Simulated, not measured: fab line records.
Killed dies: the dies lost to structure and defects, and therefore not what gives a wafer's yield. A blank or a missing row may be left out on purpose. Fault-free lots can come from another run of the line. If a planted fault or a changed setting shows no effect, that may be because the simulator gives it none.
Which tool did it? | flow nand_harc | 23 lots, 69 wafers sampled, at 6 steps of a route of 1159

== WHAT EACH GAUGE READ, for each wafer ==
The record lacks any reading of a measuring or inspecting step that a usual standard deviation could be used to judge.

== WHICH TOOL RAN EACH LOT (tool, then ch and the chambers of the sampled wafers, then the start) ==
lot  | NHARC_A_STAIRCASE_ETCH_188                    | NHARC_A_STAIRCASE_TRIM_191                    | NHARC_A_STAIRCASE_TRIM_200                    | NHARC_A_STAIRCASE_TRIM_220         | NHARC_A_STAIRCASE_ETCH_227     | NHARC_A_STAIRCASE_TRIM_233
L078 | rie_diel-05 ch 0,2,3, day 13 19:47 or earlier | rie_diel-05 ch 0,2,3, day 13 19:47 or earlier | rie_diel-05 ch 0,2, day 13 19:47 or earlier   | rie_diel-04 ch 1,2,3, day 13 19:47 | rie_diel-04 ch 1,2,3, no start | rie_diel-04 ch 0,2,3, no start
L077 | rie_diel-05 ch 0,2,3, day 13 20:32 or earlier | rie_diel-05 ch 2,3, day 13 20:32 or earlier   | rie_diel-11 ch 0,1,3, day 13 20:32 or earlier | rie_diel-11 ch 0,2,3, day 13 20:32 | rie_diel-11 ch 2,3, no start   | rie_diel-04 ch 0,3, no start
L074 | rie_diel-05 ch 0,1,2, day 13 23:33 or earlier | rie_diel-05 ch 0,1,3, day 13 23:33 or earlier | rie_diel-04 ch 2,3, day 13 23:33 or earlier   | rie_diel-04 ch 0,1, day 13 23:33   | rie_diel-04 ch 0,2,3, no start | rie_diel-05 ch 0,3, no start
L076 | rie_diel-11 ch 0,2, day 14 04:41 or earlier   | rie_diel-11 ch 0,3, day 14 04:41 or earlier   | rie_diel-04 ch 1,2,3, day 14 04:41 or earlier | rie_diel-11 ch 1,3, day 14 04:41   | rie_diel-11 ch 0,2, no start   | rie_diel-11 ch 0,1,3, no start
L075 | rie_diel-04 ch 0,2,3, day 14 05:28 or earlier | rie_diel-04 ch 0,1, day 14 05:28 or earlier   | rie_diel-04 ch 0,1, day 14 05:28 or earlier   | rie_diel-05 ch 0,1,3, day 14 05:28 | rie_diel-05 ch 0,1,3, no start | rie_diel-05 ch 0,3, no start
L080 | rie_diel-05 ch 0,1,3, day 14 11:05 or earlier | rie_diel-05 ch 0,1,2, day 14 11:05 or earlier | rie_diel-04 ch 0,1,2, day 14 11:05 or earlier | rie_diel-04 ch 0,1,2, day 14 11:05 | rie_diel-04 ch 0,2,3, no start | rie_diel-11 ch 0,1,2, no start
L079 | rie_diel-05 ch 0,2,3, day 14 11:12 or earlier | rie_diel-05 ch 0,1,2, day 14 11:12 or earlier | rie_diel-05 ch 1,2,3, day 14 11:12 or earlier | rie_diel-05 ch 0,1,3, day 14 11:12 | rie_diel-05 ch 0,1, no start   | rie_diel-11 ch 0,1,3, no start
L082 | rie_diel-04 ch 0,2,3, day 14 11:44 or earlier | rie_diel-04 ch 1,2, day 14 11:44 or earlier   | rie_diel-11 ch 1,2,3, day 14 11:44 or earlier | rie_diel-11 ch 0,2,3, day 14 11:44 | rie_diel-11 ch 0,2,3, no start | rie_diel-04 ch 0,1,3, no start
L081 | rie_diel-11 ch 0,2,3, day 14 15:10 or earlier | rie_diel-11 ch 0,3, day 14 15:10 or earlier   | rie_diel-11 ch 0,3, day 14 15:10 or earlier   | rie_diel-04 ch 0,1,3, day 14 15:10 | rie_diel-04 ch 1,2,3, no start | rie_diel-11 ch 1,2, no start
L083 | rie_diel-04 ch 0,2,3, day 14 16:10 or earlier | rie_diel-04 ch 2,3, day 14 16:10 or earlier   | rie_diel-11 ch 1,3, day 14 16:10 or earlier   | rie_diel-05 ch 1,2,3, day 14 16:10 | rie_diel-05 ch 0,1,2, no start | rie_diel-04 ch 2,3, no start
L085 | rie_diel-11 ch 2,3, day 14 21:43 or earlier   | rie_diel-11 ch 1,2, day 14 21:43 or earlier   | rie_diel-05 ch 1,2,3, day 14 21:43 or earlier | rie_diel-05 ch 1,2,3, day 14 21:43 | rie_diel-05 ch 0,1,3, no start | rie_diel-11 ch 0,1,2, no start
L087 | rie_diel-04 ch 0,1,3, day 14 21:28 or earlier | rie_diel-04 ch 0,1,2, day 14 21:28 or earlier | rie_diel-04 ch 0,1,2, day 14 21:28 or earlier | rie_diel-05 ch 0,2,3, day 14 21:28 | rie_diel-05 ch 2,3, no start   | rie_diel-05 ch 0,2,3, no start
L086 | rie_diel-04 ch 0,2,3, day 15 05:58 or earlier | rie_diel-04 ch 0,1,3, day 15 05:58 or earlier | rie_diel-11 ch 1,3, day 15 05:58 or earlier   | rie_diel-11 ch 0,2,3, day 15 05:58 | rie_diel-11 ch 0,1,3, no start | rie_diel-11 ch 1,2, no start
L089 | rie_diel-05 ch 0,2,3, day 15 05:48 or earlier | rie_diel-05 ch 1,3, day 15 05:48 or earlier   | rie_diel-04 ch 1,2,3, day 15 05:48 or earlier | rie_diel-11 ch 0,2,3, day 15 05:48 | rie_diel-11 ch 0,2,3, no start | rie_diel-11 ch 1,3, no start
L088 | rie_diel-04 ch 0,2,3, day 15 05:42 or earlier | rie_diel-04 ch 1,2,3, day 15 05:42 or earlier | rie_diel-11 ch 0,1,3, day 15 05:42 or earlier | rie_diel-04 ch 0,1,3, day 15 05:42 | rie_diel-04 ch 0,1,2, no start | rie_diel-04 ch 0,1,2, no start
L090 | rie_diel-11 ch 0,2,3, day 15 15:25 or earlier | rie_diel-11 ch 1,2,3, day 15 15:25 or earlier | rie_diel-11 ch 1,3, day 15 15:25 or earlier   | rie_diel-11 ch 0,1,3, day 15 15:25 | rie_diel-11 ch 2,3, no start   | rie_diel-05 ch 0,2, no start
L091 | rie_diel-11 ch 1,2, day 15 16:02 or earlier   | rie_diel-11 ch 0,1,2, day 15 16:02 or earlier | rie_diel-11 ch 0,2,3, day 15 16:02 or earlier | rie_diel-05 ch 1,2, day 15 16:02   | rie_diel-05 ch 0,2,3, no start | rie_diel-05 ch 0,1, no start
L092 | rie_diel-11 ch 0,1,2, day 15 16:22 or earlier | rie_diel-11 ch 0,1,2, day 15 16:22 or earlier | rie_diel-11 ch 0,2,3, day 15 16:22 or earlier | rie_diel-04 ch 0,1,2, day 15 16:22 | rie_diel-04 ch 1,2,3, no start | rie_diel-11 ch 2,3, no start
L093 | rie_diel-04 ch 2,3, day 15 21:46 or earlier   | rie_diel-04 ch 0,3, day 15 21:46 or earlier   | rie_diel-04 ch 0,2, day 15 21:46 or earlier   | rie_diel-04 ch 2,3, day 15 21:46   | rie_diel-04 ch 1,2, no start   | rie_diel-11 ch 0,2, no start
L095 | rie_diel-05 ch 1,2,3, day 15 22:29 or earlier | rie_diel-05 ch 0,1, day 15 22:29 or earlier   | rie_diel-04 ch 0,2, day 15 22:29 or earlier   | rie_diel-11 ch 1,2, day 15 22:29   | rie_diel-11 ch 0,2, no start   | rie_diel-05 ch 0,1, no start
L094 | rie_diel-04 ch 0,1,3, day 15 23:34 or earlier | rie_diel-04 ch 0,1,3, day 15 23:34 or earlier | rie_diel-11 ch 0,1, day 15 23:34 or earlier   | rie_diel-04 ch 0,1,3, day 15 23:34 | rie_diel-04 ch 0,3, no start   | rie_diel-04 ch 0,1, no start
L096 | rie_diel-05 ch 1,2,3, day 16 20:26 or earlier | rie_diel-05 ch 0,1,2, day 16 20:26 or earlier | rie_diel-05 ch 0,2,3, day 16 20:26 or earlier | rie_diel-04 ch 0,1,3, day 16 20:26 | rie_diel-04 ch 0,1, no start   | rie_diel-04 ch 1,2, no start
L097 | rie_diel-05 ch 1,2,3, day 16 23:32 or earlier | rie_diel-05 ch 2,3, day 16 23:32 or earlier   | rie_diel-11 ch 1,3, day 16 23:32 or earlier   | rie_diel-11 ch 1,2, day 16 23:32   | rie_diel-11 ch 0,3, no start   | rie_diel-11 ch 0,1,3, no start
- NHARC_A_STAIRCASE_ETCH_188: etches the open film in C4F8/O2, target depth 100 nm, time 40.5 s.
- NHARC_A_STAIRCASE_TRIM_191: chemistry O2, time 211.2 s.
- NHARC_A_STAIRCASE_TRIM_200: chemistry O2, time 211.2 s.
- NHARC_A_STAIRCASE_TRIM_220: chemistry O2, time 211.2 s.
- NHARC_A_STAIRCASE_ETCH_227: etches the open film in C4F8/O2, target depth 100 nm, time 40.5 s.
- NHARC_A_STAIRCASE_TRIM_233: chemistry O2, time 211.2 s.

== WHAT THE TOOLS THEMSELVES READ (means of the sampled wafers that have a number; where no wafer has one, the mark that the record gives instead) ==
NHARC_A_STAIRCASE_ETCH_188.
lot  | tool        | oes_product_au (a.u.) | rf_vpp_V (V)
L078 | rie_diel-05 | 0.926                 | 896
L077 | rie_diel-05 | 0.919                 | 897
L074 | rie_diel-05 | 0.923                 | 897
L076 | rie_diel-11 | 0.937                 | 894
L075 | rie_diel-04 | 0.934                 | 897
L080 | rie_diel-05 | 0.934                 | 893
L079 | rie_diel-05 | 0.926                 | 896
L082 | rie_diel-04 | 0.936                 | 898
L081 | rie_diel-11 | 0.924                 | 897
L083 | rie_diel-04 | 0.929                 | 898
L085 | rie_diel-11 | 0.923                 | 895
L087 | rie_diel-04 | 0.926                 | 897
L086 | rie_diel-04 | 0.936                 | 898
L089 | rie_diel-05 | 0.930                 | 896
L088 | rie_diel-04 | 0.925                 | 898
L090 | rie_diel-11 | 0.922                 | 897
L091 | rie_diel-11 | 0.905                 | 892
L092 | rie_diel-11 | 0.919                 | 898
L093 | rie_diel-04 | 0.929                 | 900
L095 | rie_diel-05 | 0.958                 | 895
L094 | rie_diel-04 | 0.937                 | 898
L096 | rie_diel-05 | 0.927                 | 895
L097 | rie_diel-05 | 0.955                 | 894

NHARC_A_STAIRCASE_TRIM_191.
lot  | tool        | drypump_motor_current_A (A) | oes_product_au (a.u.) | rf_vpp_V (V) | showerhead_plenum_p_Torr (Torr) | throttle_valve_pct (%)
L078 | rie_diel-05 | 5.7                         | 0.992                 | 57.4         | 3.54                            | 17.037
L077 | rie_diel-05 | 6.1                         | 0.996                 | 58.1         | 3.58                            | 17.034
L074 | rie_diel-05 | 5.6                         | 1.001                 | 57.7         | 3.47                            | 17.047
L076 | rie_diel-11 | 5.8                         | 1.007                 | 58.4         | 3.73                            | 17.031
L075 | rie_diel-04 | 5.7                         | 1.003                 | 57.1         | 3.53                            | 17.037
L080 | rie_diel-05 | 5.9                         | 0.999                 | 58.5         | 3.56                            | 17.038
L079 | rie_diel-05 | 6.0                         | 1.008                 | 57.8         | 3.56                            | 17.030
L082 | rie_diel-04 | 6.1                         | 1.011                 | 58.2         | 3.58                            | 17.031
L081 | rie_diel-11 | 5.8                         | 1.006                 | 58.5         | 3.72                            | 17.037
L083 | rie_diel-04 | 5.5                         | 0.980                 | 57.6         | 3.71                            | 17.043
L085 | rie_diel-11 | 5.9                         | 0.995                 | 58.2         | 3.53                            | 17.024
L087 | rie_diel-04 | 6.1                         | 1.007                 | 56.6         | 3.52                            | 17.042
L086 | rie_diel-04 | 5.6                         | 0.990                 | 57.6         | 3.58                            | 17.036
L089 | rie_diel-05 | 5.9                         | 1.009                 | 56.9         | 3.44                            | 17.042
L088 | rie_diel-04 | 5.7                         | 1.001                 | 57.9         | 3.64                            | 17.040
L090 | rie_diel-11 | 5.7                         | 0.995                 | 57.1         | 3.51                            | 17.035
L091 | rie_diel-11 | 5.9                         | 0.993                 | 58.1         | 3.57                            | 17.032
L092 | rie_diel-11 | 6.0                         | 1.002                 | 58.0         | 3.57                            | 17.041
L093 | rie_diel-04 | 6.0                         | 1.009                 | 57.6         | 3.51                            | 17.032
L095 | rie_diel-05 | 5.8                         | 1.001                 | 57.6         | 3.49                            | 17.024
L094 | rie_diel-04 | 5.6                         | 1.001                 | 57.1         | 3.58                            | 17.046
L096 | rie_diel-05 | 5.9                         | 0.994                 | 57.1         | 3.54                            | 17.049
L097 | rie_diel-05 | 6.1                         | 0.999                 | 58.3         | 3.56                            | 17.040

NHARC_A_STAIRCASE_TRIM_200.
lot  | tool        | drypump_motor_current_A (A) | oes_product_au (a.u.) | rf_vpp_V (V) | showerhead_plenum_p_Torr (Torr) | throttle_valve_pct (%)
L078 | rie_diel-05 | 5.7                         | 0.996                 | 57.3         | 3.59                            | 17.037
L077 | rie_diel-11 | 5.7                         | 0.999                 | 57.4         | 3.68                            | 17.040
L074 | rie_diel-04 | 5.5                         | 0.996                 | 57.4         | 3.71                            | 17.044
L076 | rie_diel-04 | 5.7                         | 0.998                 | 57.4         | 3.65                            | 17.036
L075 | rie_diel-04 | 6.1                         | 1.004                 | 57.9         | 3.47                            | 17.035
L080 | rie_diel-04 | 6.1                         | 0.999                 | 57.7         | 3.52                            | 17.036
L079 | rie_diel-05 | 6.0                         | 1.003                 | 57.8         | 3.50                            | 17.048
L082 | rie_diel-11 | 5.7                         | 0.997                 | 58.4         | 3.52                            | 17.037
L081 | rie_diel-11 | 5.6                         | 0.997                 | 58.5         | 3.66                            | 17.031
L083 | rie_diel-11 | 5.5                         | 0.997                 | 57.7         | 3.61                            | 17.036
L085 | rie_diel-05 | 6.0                         | 1.005                 | 57.3         | 3.50                            | 17.035
L087 | rie_diel-04 | 6.1                         | 1.000                 | 57.9         | 3.52                            | 17.035
L086 | rie_diel-11 | 5.6                         | 1.003                 | 57.3         | 3.62                            | 17.028
L089 | rie_diel-04 | 5.6                         | 1.007                 | 58.2         | 3.64                            | 17.046
L088 | rie_diel-11 | 5.8                         | 1.011                 | 57.8         | 3.67                            | 17.033
L090 | rie_diel-11 | 5.6                         | 0.993                 | 57.9         | 3.61                            | 17.040
L091 | rie_diel-11 | 5.7                         | 0.992                 | 57.8         | 3.55                            | 17.037
L092 | rie_diel-11 | 5.8                         | 0.994                 | 58.4         | 3.55                            | 17.031
L093 | rie_diel-04 | 6.4                         | 1.005                 | 58.3         | 3.51                            | 17.031
L095 | rie_diel-04 | 6.4                         | 1.001                 | 58.1         | 3.45                            | 17.041
L094 | rie_diel-11 | 6.0                         | 1.005                 | 58.2         | 3.72                            | 17.035
L096 | rie_diel-05 | 5.8                         | 0.995                 | 57.3         | 3.52                            | 17.038
L097 | rie_diel-11 | 5.5                         | 0.988                 | 58.5         | 3.60                            | 17.040

NHARC_A_STAIRCASE_TRIM_220.
lot  | tool        | drypump_motor_current_A (A) | oes_product_au (a.u.) | rf_vpp_V (V) | showerhead_plenum_p_Torr (Torr) | throttle_valve_pct (%)
L078 | rie_diel-04 | 5.7                         | 0.997                 | 58.7         | 3.65                            | 17.038
L077 | rie_diel-11 | 5.8                         | 0.994                 | 58.0         | 3.57                            | 17.032
L074 | rie_diel-04 | 5.7                         | 1.004                 | 58.5         | 3.53                            | 17.034
L076 | rie_diel-11 | 5.5                         | 0.997                 | 58.1         | 3.61                            | 17.038
L075 | rie_diel-05 | 5.6                         | 0.998                 | 58.8         | 3.47                            | 17.038
L080 | rie_diel-04 | 6.1                         | 1.002                 | 58.2         | 3.52                            | 17.033
L079 | rie_diel-05 | 5.6                         | 1.008                 | 57.9         | 3.47                            | 17.044
L082 | rie_diel-11 | 5.8                         | 1.001                 | 58.1         | 3.56                            | 17.045
L081 | rie_diel-04 | 5.6                         | 0.998                 | 57.0         | 3.59                            | 17.038
L083 | rie_diel-05 | 6.0                         | 1.005                 | 57.6         | 3.50                            | 17.022
L085 | rie_diel-05 | 6.0                         | 1.009                 | 57.5         | 3.50                            | 17.041
L087 | rie_diel-05 | 5.8                         | 1.002                 | 57.5         | 3.53                            | 17.036
L086 | rie_diel-11 | 5.7                         | 0.981                 | 57.7         | 3.56                            | 17.043
L089 | rie_diel-11 | 5.8                         | 0.988                 | 57.5         | 3.56                            | 17.047
L088 | rie_diel-04 | 5.6                         | 0.999                 | 58.6         | 3.58                            | 17.033
L090 | rie_diel-11 | 5.8                         | 1.003                 | 57.1         | 3.66                            | 17.038
L091 | rie_diel-05 | 6.4                         | 0.999                 | 57.4         | 3.59                            | 17.038
L092 | rie_diel-04 | 6.1                         | 1.005                 | 58.1         | 3.51                            | 17.037
L093 | rie_diel-04 | 5.6                         | 0.992                 | 58.0         | 3.70                            | 17.026
L095 | rie_diel-11 | 5.9                         | 0.991                 | 57.4         | 3.41                            | 17.026
L094 | rie_diel-04 | 5.7                         | 1.000                 | 57.5         | 3.58                            | 17.037
L096 | rie_diel-04 | 5.7                         | 1.004                 | 57.5         | 3.57                            | 17.035
L097 | rie_diel-11 | 5.8                         | 0.989                 | 57.7         | 3.41                            | 17.039

NHARC_A_STAIRCASE_ETCH_227.
lot  | tool        | oes_product_au (a.u.) | rf_vpp_V (V)
L078 | rie_diel-04 | 0.940                 | 900
L077 | rie_diel-11 | 0.920                 | 891
L074 | rie_diel-04 | 0.932                 | 898
L076 | rie_diel-11 | 0.926                 | 894
L075 | rie_diel-05 | 0.945                 | 894
L080 | rie_diel-04 | 0.938                 | 898
L079 | rie_diel-05 | 0.944                 | 895
L082 | rie_diel-11 | 0.925                 | 897
L081 | rie_diel-04 | 0.932                 | 900
L083 | rie_diel-05 | 0.940                 | 898
L085 | rie_diel-05 | 0.941                 | 893
L087 | rie_diel-05 | 0.934                 | 897
L086 | rie_diel-11 | 0.923                 | 901
L089 | rie_diel-11 | 0.916                 | 897
L088 | rie_diel-04 | 0.941                 | 896
L090 | rie_diel-11 | 0.920                 | 891
L091 | rie_diel-05 | 0.939                 | 896
L092 | rie_diel-04 | 0.950                 | 900
L093 | rie_diel-04 | 0.943                 | 898
L095 | rie_diel-11 | 0.929                 | 894
L094 | rie_diel-04 | 0.948                 | 895
L096 | rie_diel-04 | 0.945                 | 893
L097 | rie_diel-11 | 0.925                 | 900

NHARC_A_STAIRCASE_TRIM_233.
lot  | tool        | drypump_motor_current_A (A) | oes_product_au (a.u.) | rf_vpp_V (V) | showerhead_plenum_p_Torr (Torr) | throttle_valve_pct (%)
L078 | rie_diel-04 | 6.0                         | 1.002                 | 57.9         | 3.59                            | 17.045
L077 | rie_diel-04 | 6.0                         | 1.000                 | 59.0         | 3.53                            | 17.032
L074 | rie_diel-05 | 5.4                         | 1.002                 | 57.8         | 3.45                            | 17.030
L076 | rie_diel-11 | 5.7                         | 1.004                 | 58.0         | 3.67                            | 17.039
L075 | rie_diel-05 | 5.4                         | 1.000                 | 57.8         | 3.50                            | 17.029
L080 | rie_diel-11 | 6.0                         | 1.000                 | 58.6         | 3.58                            | 17.037
L079 | rie_diel-11 | 5.8                         | 1.007                 | 57.6         | 3.67                            | 17.030
L082 | rie_diel-04 | 5.6                         | 0.998                 | 59.0         | 3.59                            | 17.033
L081 | rie_diel-11 | 5.9                         | 0.996                 | 58.3         | 3.42                            | 17.047
L083 | rie_diel-04 | 6.0                         | 1.002                 | 56.7         | 3.64                            | 17.035
L085 | rie_diel-11 | 6.0                         | 1.001                 | 57.4         | 3.58                            | 17.042
L087 | rie_diel-05 | 5.7                         | 0.999                 | 58.1         | 3.53                            | 17.042
L086 | rie_diel-11 | 5.9                         | 0.992                 | 56.8         | 3.42                            | 17.039
L089 | rie_diel-11 | 5.5                         | 1.001                 | 58.3         | 3.60                            | 17.038
L088 | rie_diel-04 | 6.1                         | 1.012                 | 58.4         | 3.51                            | 17.047
L090 | rie_diel-05 | 6.0                         | 0.993                 | 58.2         | 3.62                            | 17.034
L091 | rie_diel-05 | 5.8                         | 0.999                 | 57.7         | 3.49                            | 17.031
L092 | rie_diel-11 | 5.7                         | 0.985                 | 56.8         | 3.39                            | 17.033
L093 | rie_diel-11 | 6.0                         | 0.996                 | 57.5         | 3.46                            | 17.034
L095 | rie_diel-05 | 5.8                         | 1.001                 | 57.4         | 3.49                            | 17.037
L094 | rie_diel-04 | 6.1                         | 1.009                 | 57.9         | 3.45                            | 17.034
L096 | rie_diel-04 | 5.8                         | 1.005                 | 57.6         | 3.57                            | 17.034
L097 | rie_diel-11 | 5.7                         | 0.991                 | 58.2         | 3.66                            | 17.029

== THE ANSWER, worked out from the rows above alone ==
Rule: the lots themselves supply what counts as usual. Put in order of their means at a reading, lots are off if they are a third of the lots or fewer, leave a main group of 4 or more, and stand apart from it by a gap of 3 or more times the standard deviation of the main group's means; of several such gaps the widest counts. If all means in a main group match to the digits the tables above print for the reading, that group is not used. Also off: a lot with no number at a reading for which 4 or more lots have one. All remaining lots with rows at the step are treated as sound. Order of review: gauges by route order, followed by the tools' own readings, for which a lot's mean as printed above is used. At the first step where some lot is off, the reading lying furthest off is the one used; lots without a number count as furthest.
No lot is off at any reading shown: from this, nothing can be told.

== WHAT HAD BEEN PUT IN BY THE SIMULATOR ==
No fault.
